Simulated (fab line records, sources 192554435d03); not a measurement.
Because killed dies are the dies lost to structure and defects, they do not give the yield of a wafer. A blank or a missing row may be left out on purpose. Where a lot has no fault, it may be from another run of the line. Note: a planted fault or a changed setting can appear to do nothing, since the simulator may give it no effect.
Which tool did it? | flow n5_finfet | Sampling: 14 lots, 42 wafers, 4 of 1938 route steps

## WHAT EACH GAUGE READ, for each wafer
N5_BEOL_M14_OVL_MEAS_11.
lot  | measured     | on         | V13_OVL (nm)
L745 | day 12 16:53 | overlay-02 | 2 5 2
L746 | day 14 01:05 | overlay-01 | 3 -4 2
L749 | day 15 02:29 | overlay-02 | 2 -2 1
L751 | day 15 07:15 | overlay-01 | 5 1 6
L752 | day 15 13:14 | overlay-01 | -3 -4 5
L754 | day 15 13:46 | overlay-02 | 1 2 6
L756 | day 16 17:03 | overlay-01 | 3 -1 6
L759 | day 17 02:58 | overlay-02 | -3 -6 -1
L762 | day 17 20:48 | overlay-01 | 6 7 -5
L764 | day 17 23:47 | overlay-01 | -3 -3 -6
L768 | day 18 23:59 | overlay-01 | 4 5 3
L767 | day 19 02:38 | overlay-02 | 10 6 6
L765 | day 19 19:17 | overlay-02 | 2 0 8
L766 | day 19 23:38 | overlay-02 | -3 -8 -6

N5_BEOL_M14_CD_MEAS_28 targets a cd of 284.4 nm.
lot  | measured     | on        | cd_nm (nm)
L745 | day 12 17:49 | cd_sem-01 | 285.6 283.8 286.1
L746 | day 14 02:01 | cd_sem-01 | 287.5 286.3 286.9
L749 | day 15 03:18 | cd_sem-02 | 283.2 286.1 284.7
L751 | day 15 08:13 | cd_sem-03 | 285.4 285.2 285.4
L752 | day 15 14:04 | cd_sem-02 | 285.1 283.8 284.5
L754 | day 15 15:05 | cd_sem-03 | 287.2 286.2 287.2
L756 | day 16 18:08 | cd_sem-03 | - - -
L759 | day 17 03:55 | cd_sem-03 | - - -
L762 | day 17 21:44 | cd_sem-03 | 288.0 286.8 285.8
L764 | day 18 00:45 | cd_sem-03 | 287.0 285.1 286.6
L768 | day 19 00:56 | cd_sem-01 | 283.7 284.9 285.2
L767 | day 19 03:28 | cd_sem-01 | 284.0 285.7 285.2
L765 | day 19 20:28 | cd_sem-01 | 284.8 285.4 285.2
L766 | day 20 00:43 | cd_sem-02 | 284.9 283.7 284.5

## TOOL THAT RAN EACH LOT (tool first, then ch and the chambers of the sampled wafers, then the start)
lot  | N5_BEOL_M14_DESCUM_15              | N5_BEOL_M14_EXPOSE_25
L745 | rie_diel-05 ch 0,2,3, day 12 17:02 | krf_scanner-01 ch 0, day 12 17:39
L746 | rie_diel-04 ch 0,3, day 14 01:08   | krf_scanner-01 ch 0, day 14 01:52
L749 | rie_diel-05 ch 0,1,3, day 15 02:32 | krf_scanner-02 ch 0, day 15 03:08
L751 | rie_diel-02 ch 0,2,3, day 15 07:20 | krf_scanner-01 ch 0, day 15 08:02
L752 | rie_diel-02 ch 0,2,3, day 15 13:17 | krf_scanner-01 ch 0, day 15 13:53
L754 | rie_diel-02 ch 0,1,2, day 15 14:11 | krf_scanner-02 ch 0, day 15 14:55
L756 | rie_diel-05 ch 2,3, day 16 17:14   | krf_scanner-01, day 16 17:58
L759 | rie_diel-04 ch 0,1,2, day 17 03:02 | krf_scanner-02, day 17 03:46
L762 | rie_diel-04 ch 1,2, day 17 20:52   | krf_scanner-01 ch 0, day 17 21:34
L764 | rie_diel-05 ch 0,1,2, day 17 23:59 | krf_scanner-01 ch 0, day 18 00:35
L768 | rie_diel-05 ch 1,3, day 19 00:02   | krf_scanner-02 ch 0, day 19 00:46
L767 | rie_diel-04 ch 1,3, day 19 02:41   | krf_scanner-02 ch 0, day 19 03:17
L765 | rie_diel-04 ch 0,1, day 19 19:43   | krf_scanner-01 ch 0, day 19 20:18
L766 | rie_diel-04 ch 0,2,3, day 19 23:50 | krf_scanner-02 ch 0, day 20 00:33
- N5_BEOL_M14_DESCUM_15: chemistry O2, time 7.9 s.
- N5_BEOL_M14_EXPOSE_25: exposes mask M14, target cd 280 nm.

## WHAT THE TOOLS THEMSELVES READ (means of the sampled wafers that have a number; where no wafer has one, the mark that the record gives instead)
N5_BEOL_M14_DESCUM_15.
lot  | tool        | drypump_motor_current_A (A) | oes_product_au (a.u.) | rf_vpp_V (V) | showerhead_plenum_p_Torr (Torr) | throttle_valve_pct (%)
L745 | rie_diel-05 | 5.8                         | 0.71                  | 243.5        | 2.11                            | 20.40
L746 | rie_diel-04 | 5.5                         | 0.94                  | 242.8        | 2.10                            | 20.16
L749 | rie_diel-05 | 6.0                         | 0.73                  | 243.1        | 2.09                            | 20.38
L751 | rie_diel-02 | 5.6                         | 0.79                  | 243.9        | 2.10                            | 20.49
L752 | rie_diel-02 | 5.6                         | 0.79                  | 243.0        | 2.10                            | 20.48
L754 | rie_diel-02 | 5.6                         | 0.71                  | 242.0        | 2.07                            | 20.61
L756 | rie_diel-05 | 5.6                         | 0.77                  | 243.8        | 2.11                            | 20.27
L759 | rie_diel-04 | 5.9                         | 0.91                  | 243.2        | 2.08                            | 20.09
L762 | rie_diel-04 | 5.9                         | 0.92                  | 242.8        | 2.08                            | 20.14
L764 | rie_diel-05 | 6.0                         | 0.79                  | 243.4        | 2.05                            | 20.28
L768 | rie_diel-05 | 5.8                         | 0.90                  | 243.2        | 2.10                            | 20.16
L767 | rie_diel-04 | 5.3                         | 0.86                  | 244.5        | 2.12                            | 20.14
L765 | rie_diel-04 | 5.5                         | 0.84                  | 243.9        | 2.09                            | 20.07
L766 | rie_diel-04 | 5.8                         | 0.87                  | 243.5        | 2.07                            | 20.20

N5_BEOL_M14_EXPOSE_25.
lot  | tool           | exposure_dose_mJ_cm2 | focus_offset_nm (nm)
L745 | krf_scanner-01 | 27.12                | 0.6
L746 | krf_scanner-01 | 27.17                | 0.2
L749 | krf_scanner-02 | 26.57                | -0.5
L751 | krf_scanner-01 | 27.17                | 0.0
L752 | krf_scanner-01 | 27.11                | 0.0
L754 | krf_scanner-02 | 26.62                | 0.5
L756 | krf_scanner-01 | -                    | -
L759 | krf_scanner-02 | -                    | -
L762 | krf_scanner-01 | 27.15                | -0.4
L764 | krf_scanner-01 | 27.17                | 0.4
L768 | krf_scanner-02 | 26.58                | 0.5
L767 | krf_scanner-02 | 26.56                | -0.8
L765 | krf_scanner-01 | 27.11                | -0.3
L766 | krf_scanner-02 | 26.61                | -0.4

## THE ANSWER, worked out from the rows above alone
Rule: what is usual is taken from the lots themselves. Put in order of their means at a reading, lots are off if they are a third of the lots or fewer, leave a main group of 4 or more, and stand apart from it by a gap of 3 or more times the standard deviation of the main group's means; of several such gaps the widest counts. Not used: any main group whose means are identical at the precision the tables above print for the reading. Also off: a lot with no number at a reading for which 4 or more lots have one. All remaining lots with rows at the step are treated as sound. After the gauges, taken in route order, come the tools' own readings; for these a lot's mean is taken, as printed above. The first step at which some lot is off is used, and at that step the reading that is off furthest; a lot without a number counts as furthest.
Off, at N5_BEOL_M14_CD_MEAS_28 on cd_nm: L756, L759. Without a number there: L756, L759. Main group: mean 285.5 nm, sd 0.94.
A tool fits if, at a process step before that reading, it ran every lot that is off, and no sound lot after the first of them. The gauges at N5_BEOL_M14_CD_MEAS_28 aren't tried: what is off there is off at N5_BEOL_M14_EXPOSE_25 too, on other tools, and a gauge's error can't cause that. None of those tried fits.

## WHAT HAD BEEN PUT IN BY THE SIMULATOR
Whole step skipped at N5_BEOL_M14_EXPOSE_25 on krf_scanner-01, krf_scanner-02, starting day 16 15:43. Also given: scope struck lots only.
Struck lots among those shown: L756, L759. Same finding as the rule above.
